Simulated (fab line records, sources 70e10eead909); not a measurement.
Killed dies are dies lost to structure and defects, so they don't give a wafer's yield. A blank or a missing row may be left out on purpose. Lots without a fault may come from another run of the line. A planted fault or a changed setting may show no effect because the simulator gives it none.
fab line records | flow nand_harc
record lots=15 wafers=45 last_day=24
route steps=1159 shown A_BONDPAD@1085 THIN_TSV@1103
lots that met no fault: from a run of the same line without faults
start_h: hours from the record's first day to the start of the lot's first wafer shown | wait_h: hours since the lot's step before | " the same as in the row above | L1.1+2: a row that stands for several wafers | - no value, or no start given | * or withheld: withheld | < > ~ a bound
route shown NAME@n: a module of which the file shows steps, and the number in the route of the first | usual: mean/standard deviation of fault-free wafers | same: alike in all rows | chamber/n: place in a boat | sites: the reading at each site | _std_site: their standard deviation | _edge_site: outer sites' mean less inner sites' | radius_mm: how far each site lies from the wafer's centre | mask NAME#n: copy n | behind: the tool/chamber that last shaped the wafer | hold: why the lot was held/for how many hours/how that ended | device: the transistor (n, p or np) that didn't switch | end of line: the same wafers' tests at the end of the route | a step without rows: its recipe alone | killed: dies lost to structure and defects at the first sort, not the wafer's yield | map: a wafer's dies, x killed, . not, _ none there
set.NAME: the setting as run; set.NAME@STEP: as run at that earlier step | model.NAME: the simulator's own value behind a step, which no gauge read
steps of the route over a sample of lots; a table a step, a row a wafer
services: from which hour (start_h, from the record's first day; less than 0 if before it) a tool's chamber was out of use, for how many hours, and why
## steps
# step NHARC_A_BONDPAD_PVD_27
# recipe target_thk_a=300 chamber_pressure_pa=5 power_w=5000 substrate_temp_c=30 time_s=20.49 material=Cu
# usual chamber_pressure_pa=4.999/0.0095 throttle_valve_pct=29.7/0.96
# columns lot.wafer tool chamber start_h wait_h chamber_pressure_pa throttle_valve_pct
L393.4 pvd_sputter-01 - - - 4.981 30.0
L393.6 " - " " 4.994 29.5
L393.5 " - " " 5.016 29.9
L394.4 pvd_sputter-01 - - - 4.996 30.1
L394.2 " - " " 5.012 30.0
L394.6 " - " " 5.000 29.8
L395.2 pvd_sputter-01 - - - 4.996 29.7
L395.1 " - " " 4.989 30.7
L395.6 " - " " 4.989 29.9
L396.2 pvd_sputter-03 - - - 5.002 28.4
L396.1 " - " " 4.992 30.8
L396.5 " - " " 4.990 28.0
L398.1 pvd_sputter-01 - - - 5.013 28.6
L398.3 " - " " 5.006 29.9
L398.6 " - " " 5.018 31.2
L405.2 pvd_sputter-01 - - - 4.989 29.9
L405.1 " - " " 4.999 29.7
L405.4 " - " " 4.999 30.8
L406.1 pvd_sputter-03 - - - 5.005 28.1
L406.4 " - " " 4.991 29.4
L406.5 " - " " 5.004 30.2
L407.4 pvd_sputter-03 - - - 4.995 29.2
L407.2 " - " " 5.000 30.0
L407.5 " - " " 5.006 30.2
L408.1 pvd_sputter-01 - - - 4.992 28.8
L408.4 " - " " 4.998 30.0
L408.5 " - " " 4.991 30.9
L410.4 pvd_sputter-02 - - - 5.003 30.1
L410.5 " - " " 4.997 30.9
L410.6 " - " " 5.012 30.4
L411.3 pvd_sputter-03 - - - 5.004 29.1
L411.2 " - " " 4.992 30.2
L411.6 " - " " 4.990 29.2
L414.2 pvd_sputter-01 - - - 5.007 30.9
L414.3 " - " " 4.994 29.0
L414.1 " - " " 4.995 30.7
L412.3 pvd_sputter-01 - - - 4.995 29.3
L412.4 " - " " 4.993 29.6
L412.1 " - " " 5.011 30.7
L415.2 pvd_sputter-02 - - - 4.996 28.5
L415.5 " - " " 5.000 30.1
L415.6 " - " " 4.988 28.6
L416.1 pvd_sputter-03 - - - 5.009 28.0
L416.3 " - " " 5.002 29.4
L416.5 " - " " 5.006 29.3
# step NHARC_THIN_TSV_THK_MEAS_02
# recipe thk_meas_gauge=ir
# usual thk_nm=2981/210
# columns lot.wafer tool chamber start_h wait_h thk_nm
L393.4 film_metro-02 - 414.39 - 2839
L393.5 " - " " 2919
L393.6 " - " " 2766
L394.2 film_metro-01 - 424.49 - 3145
L394.4 " - " " 3425
L394.6 " - " " 3287
L395.1 film_metro-02 - 425.66 - 2729
L395.2 " - " " 2760
L395.6 " - " " 2875
L396.1 film_metro-02 - 431.93 - 3026
L396.2 " - " " 3044
L396.5 " - " " 2813
L398.1 film_metro-01 - 436.47 - 3057
L398.3 " - " " 2844
L398.6 " - " " 3020
L406.1 film_metro-01 - 488.07 0.2 2847
L406.4 " - " " 2898
L406.5 " - " " 3050
L405.1 film_metro-02 - 489.28 0.2 2836
L405.2 " - " " 3339
L405.4 " - " " 3030
L407.2 film_metro-02 - 490.50 0.2 3200
L407.4 " - " " 3378
L407.5 " - " " 2983
L408.1 film_metro-02 - 521.57 0.2 2881
L408.4 " - " " 2745
L408.5 " - " " 2706
L410.4 film_metro-02 - 526.21 - 3227
L410.5 " - " " 3337
L410.6 " - " " 2913
L411.2 film_metro-02 - 527.40 - 2957
L411.3 " - " " 2973
L411.6 " - " " 3025
L414.1 film_metro-01 - 550.77 - 2642
L414.2 " - " " 2713
L414.3 " - " " 2953
L412.1 film_metro-01 - 557.89 - 2948
L412.3 " - " " 3086
L412.4 " - " " 2802
L415.2 film_metro-01 - 559.08 - 2827
L415.5 " - " " 3101
L415.6 " - " " 2658
L416.1 film_metro-02 - 564.34 0.2 3208
L416.3 " - " " 3164
L416.5 " - " " 3064
# step NHARC_THIN_TSV_PEB_10
# recipe peb_temp_c=118 peb_time_s=85
# usual chill_plate_temp_C=23.01/0.12 exhaust_pa=44.9/0.8 heater_power_total_W=163.98/0.28
# columns lot.wafer tool chamber start_h wait_h chill_plate_temp_C exhaust_pa heater_power_total_W
L393.4 litho_track-03 0 415.37 0.0 23.20 44.7 163.65
L393.5 " 0 " " 23.03 45.6 163.69
L393.6 " 0 " " 23.04 45.8 163.66
L394.2 litho_track-05 0 425.59 0.1 22.94 44.9 164.33
L394.4 " 0 " " 22.79 44.1 163.74
L394.6 " 0 " " 22.90 44.1 163.73
L395.1 litho_track-03 0 426.49 0.1 23.05 44.5 164.18
L395.2 " 0 " " 23.01 44.2 164.27
L395.6 " 0 " " 23.12 44.3 164.24
L396.1 litho_track-03 0 432.89 0.1 23.13 44.7 163.61
L396.2 " 0 " " 23.23 44.5 163.76
L396.5 " 0 " " 23.37 44.0 164.01
L398.1 litho_track-03 0 437.31 0.1 22.97 43.8 164.42
L398.3 " 0 " " 23.16 45.3 164.04
L398.6 " 0 " " 23.08 43.9 163.62
L406.1 litho_track-03 - 489.07 0.1 - - -
L406.4 " - " " - - -
L406.5 " - " " - - -
L405.1 litho_track-05 - 490.30 0.1 - - -
L405.2 " - " " - - -
L405.4 " - " " - - -
L407.2 litho_track-02 - 491.48 0.1 - - -
L407.4 " - " " - - -
L407.5 " - " " - - -
L408.1 litho_track-02 0 522.73 0.1 23.14 45.6 163.67
L408.4 " 0 " " 23.20 46.0 164.06
L408.5 " 0 " " 23.13 45.0 164.45
L410.4 litho_track-03 0 527.17 0.0 23.08 44.6 163.64
L410.5 " 0 " " 22.99 44.9 163.83
L410.6 " 0 " " 22.89 44.9 164.22
L411.2 litho_track-03 0 528.37 0.1 22.96 44.7 164.33
L411.3 " 0 " " 22.95 45.4 164.27
L411.6 " 0 " " 23.05 44.2 163.71
L414.1 litho_track-05 0 551.62 0.1 23.00 45.3 163.67
L414.2 " 0 " " 22.99 45.0 164.06
L414.3 " 0 " " 23.15 45.3 164.42
L412.1 litho_track-02 0 558.85 0.1 23.05 44.7 164.20
L412.3 " 0 " " 23.00 45.7 163.68
L412.4 " 0 " " 23.01 44.1 164.12
L415.2 litho_track-05 0 560.11 0.1 23.10 45.6 164.45
L415.5 " 0 " " 23.01 45.3 164.26
L415.6 " 0 " " 23.26 45.0 163.99
L416.1 litho_track-02 0 565.31 0.1 22.78 44.3 164.37
L416.3 " 0 " " 22.77 45.1 163.97
L416.5 " 0 " " 22.88 44.4 163.79
# step NHARC_THIN_TSV_DEP_47
# recipe target_thk_a=2000 temp_c=withheld pressure_torr=6.5 rf_w=900 teos_flow_sccm=161.4 flow_sccm=2650 target_thk_nm=200 gas=O2 material=SiO2
# usual throttle_valve_pct=15.6/0.66
# columns lot.wafer tool chamber start_h wait_h throttle_valve_pct
L393.4 pecvd-02 2 417.49 - 14.3
L393.5 " 0 " " 16.2
L393.6 " 2 " " 14.7
L394.2 pecvd-03 2 427.52 - 16.3
L394.6 " 0 " " 14.5
L394.4 " 1 " " 15.0
L395.2 pecvd-02 2 428.44 - 14.6
L395.1 " 0 " " 16.5
L395.6 " 0 " " 16.2
L396.2 pecvd-01 1 434.81 - 15.0
L396.1 " 0 " " 15.8
L396.5 " 2 " " 15.9
L398.1 pecvd-03 1 439.26 - 14.8
L398.3 " 2 " " 16.2
L398.6 " 1 " " 14.9
L406.1 pecvd-01 2 491.18 - 15.7
L406.5 " 1 " " 15.6
L406.4 " 0 " " 16.1
L405.2 pecvd-02 0 492.25 - 16.4
L405.1 " 1 " " 15.9
L405.4 " 1 " " 16.0
L407.2 pecvd-01 1 493.45 - 15.4
L407.4 " 0 " " 15.9
L407.5 " 1 " " 15.4
L408.1 pecvd-03 0 524.70 - 14.7
L408.5 " 2 " " 16.2
L408.4 " 0 " " 14.7
L410.6 pecvd-03 0 529.24 - 14.9
L410.4 " 1 " " 15.2
L410.5 " 2 " " 16.1
L411.2 pecvd-01 2 530.30 - 15.9
L411.3 " 0 " " 15.9
L411.6 " 1 " " 15.1
L414.1 pecvd-01 1 553.57 - 15.4
L414.3 " 2 " " 15.6
L414.2 " 0 " " 15.9
L412.1 pecvd-03 0 560.79 - 14.8
L412.3 " 1 " " 15.2
L412.4 " 0 " " 14.8
L415.2 pecvd-01 1 562.33 - 15.5
L415.6 " 0 " " 16.0
L415.5 " 1 " " 15.7
L416.3 pecvd-01 2 567.38 - 15.9
L416.1 " 0 " " 16.1
L416.5 " 1 " " 15.3
## services
# columns tool chamber start_h hours kind
pvd_sputter-03 - 380.24 1.5 repair
pvd_sputter-02 - 392.02 10.0 pm
pvd_sputter-03 - 393.57 0.7 repair
litho_track-05 - 412.00 7.0 pm
pecvd-02 1 414.46 8.1 repair
pecvd-01 - 418.05 13.0 pm
pecvd-01 0 418.05 13.0 vent_cycle
pecvd-01 1 418.05 13.0 vent_cycle
pecvd-01 2 418.05 13.0 vent_cycle
pvd_sputter-03 - 420.85 6.7 repair
pvd_sputter-01 - 428.68 8.1 repair
pecvd-02 0 429.67 5.2 repair
pecvd-01 0 431.05 - clean
pecvd-01 1 431.05 - clean
pvd_sputter-03 - 458.00 10.0 pm
pecvd-02 1 470.44 17.1 repair
pecvd-03 - 473.39 13.0 pm
pecvd-02 0 477.34 2.7 repair
pvd_sputter-01 - 514.02 10.0 pm
litho_track-02 - 515.00 7.0 pm
pecvd-02 - 515.26 13.0 pm
pvd_sputter-01 - 545.14 1.0 repair
litho_track-03 - 563.00 7.0 pm
pecvd-03 - 567.06 0.8 repair
## key
first_sign step=NHARC_THIN_TSV_PEB_10 reading=tool_record direction=missing
effect none on later readings
met_at NHARC_THIN_TSV_PEB_10
struck_lots L405,L406,L407
later_rows_left_out L405.1,L405.2,L405.4,L406.1,L406.4,L406.5,L407.2,L407.4,L407.5
sort_left_out L405.1,L405.2,L405.4,L406.1,L406.4,L406.5,L407.2,L407.4,L407.5
not_acting_at NHARC_A_BONDPAD_PVD_27,NHARC_THIN_TSV_THK_MEAS_02,NHARC_THIN_TSV_DEP_47
onset_between 437.31 489.07
fault kind=skipped_step_whole tool=litho_track-02,litho_track-03,litho_track-05 chamber=- onset_h=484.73 steps=NHARC_THIN_TSV_PEB_10 scope=struck_lots_only
# sort_left_out: the simulated sort isn't trusted on such a fault, so these wafers' sort isn't shown, and their yield isn't known
# later_rows_left_out: the simulator's readings of these wafers behind a module that went badly wrong aren't trusted and aren't shown, but for the sort
